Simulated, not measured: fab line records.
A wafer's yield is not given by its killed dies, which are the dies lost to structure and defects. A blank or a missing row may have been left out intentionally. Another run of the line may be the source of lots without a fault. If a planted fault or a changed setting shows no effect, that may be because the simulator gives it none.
Matching of chambers | flow n5_finfet | rie_diel-06 running N5_BEOL_M0_SAQP_ETCH_106: 4 sister chambers
The step etches SOC in N2/H2, stops on SiNx, target depth 150 nm. 14 wafers are shown with their chamber, then 7 later ones without.

== WAFERS PAIRED WITH THEIR CHAMBERS ==
wafer  | chamber | drypump_motor_current_A (A) | oes_product_au (a.u.) | showerhead_plenum_p_Torr (Torr)
L074.1 | 0       | 6.2                         | 0.71                  | 2.53
L074.4 | 3       | 5.8                         | 0.82                  | 2.47
L074.6 | 0       | 6.2                         | 0.71                  | 2.53
L075.1 | 1       | 5.2                         | 0.82                  | 2.47
L075.4 | 3       | 5.8                         | 0.81                  | 2.47
L075.5 | 0       | 6.2                         | 0.71                  | 2.53
L083.1 | 2       | 6.6                         | 0.70                  | 2.50
L083.4 | 3       | 5.8                         | 0.80                  | 2.46
L083.6 | 0       | 6.2                         | 0.70                  | 2.52
L085.3 | 2       | 6.6                         | 0.69                  | 2.50
L085.4 | 1       | 5.3                         | 0.80                  | 2.46
L085.5 | 2       | 6.6                         | 0.69                  | 2.50
L093.2 | 2       | 6.6                         | 0.68                  | 2.50
L093.3 | 0       | 6.2                         | 0.70                  | 2.52

SIGNATURES (means of the wafers above)
reading                  | chamber 0 | chamber 1 | chamber 2 | chamber 3 | scatter within a chamber
drypump_motor_current_A  | 6.200     | 5.250     | 6.600     | 5.800     | 0.0224
oes_product_au           | 0.7060    | 0.8100    | 0.6900    | 0.8100    | 0.00849
showerhead_plenum_p_Torr | 2.5260    | 2.4650    | 2.5000    | 2.4667    | 0.00486
Rule: distance of a wafer from a chamber = root of the sum over the readings of ((wafer's reading minus chamber's mean) / reading's scatter) squared. The wafer belongs to the nearest chamber; if the next one is less than 2 further off, it can't be placed. How the scatter is found: for the shown wafers, subtract from each reading the mean of its chamber, square and add these, divide the total by (wafers less chambers), then take the root.

== WAFERS WHOSE CHAMBER IS MISSING ==
wafer  | drypump_motor_current_A (A) | oes_product_au (a.u.) | showerhead_plenum_p_Torr (Torr)
L093.4 | 5.8                         | 0.78                  | 2.45
L095.1 | 5.2                         | 0.80                  | 2.46
L095.3 | 5.8                         | 0.78                  | 2.45
L095.6 | 6.2                         | 0.69                  | 2.52
L097.1 | 5.8                         | 0.77                  | 2.45
L097.2 | 5.2                         | 0.77                  | 2.45
L097.5 | 5.2                         | 0.77                  | 2.45

== WHICH CHAMBER EACH WENT THROUGH ==
wafer  | from the rows above | in truth
L093.4 | 3                   | 3
L095.1 | 1                   | 1
L095.3 | 3                   | 3
L095.6 | 0                   | 0
L097.1 | 3                   | 3
L097.2 | 1                   | 1
L097.5 | 1                   | 1
Placed correctly: 7 of 7. Can't be placed from these rows: 0. Number placed wrongly: 0.
